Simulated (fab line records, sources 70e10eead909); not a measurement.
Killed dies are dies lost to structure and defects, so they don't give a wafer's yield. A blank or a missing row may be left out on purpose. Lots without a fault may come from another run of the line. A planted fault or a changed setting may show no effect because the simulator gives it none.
Chamber matching | flow nand_harc | NHARC_P_BONDPAD_ACTIVATE_29 on rie_diel-02: 4 sister chambers
The step chemistry N2, time 60 s. 4 wafers are shown with their chamber, then 12 later ones without.

WAFERS WITH THEIR CHAMBER
wafer  | chamber | drypump_motor_current_A (A)
L090.1 | 0       | 5.8
L091.2 | 2       | 5.7
L091.3 | 1       | 6.4
L091.6 | 3       | 6.1

WAFERS WITHOUT THEIR CHAMBER
wafer  | drypump_motor_current_A (A)
L093.2 | 5.7
L093.5 | 6.4
L093.6 | 5.7
L092.2 | 6.1
L092.3 | 6.4
L092.6 | 6.3
L095.2 | 6.1
L095.3 | 5.7
L095.4 | 5.8
L097.4 | 5.7
L097.5 | 5.8
L097.6 | 6.1

WHICH CHAMBER EACH WENT THROUGH
wafer  | from the rows above | in truth
L093.2 | 2                   | 2
L093.5 | 1                   | 1
L093.6 | 2                   | 2
L092.2 | 3                   | 3
L092.3 | 1                   | 1
L092.6 | 1                   | 1
L095.2 | 3                   | 3
L095.3 | 2                   | 2
L095.4 | 0                   | 0
L097.4 | 2                   | 2
L097.5 | 0                   | 0
L097.6 | 3                   | 3
Placed correctly: 12 of 12. Can't be placed from these rows: 0. Placed wrongly: 0.
How it was worked out, from the rows above alone: a wafer's distance from a chamber is the root of the sum, over the readings, of the square of ((its reading less the chamber's mean) divided by the reading's scatter). The wafer belongs to the nearest chamber; if the next one is less than 2 further off, it can't be placed. A chamber's mean is the mean of its shown wafers. The scatter: with one shown wafer a chamber, the root of the mean of the squares of how far each hidden wafer lies from its nearest shown one.
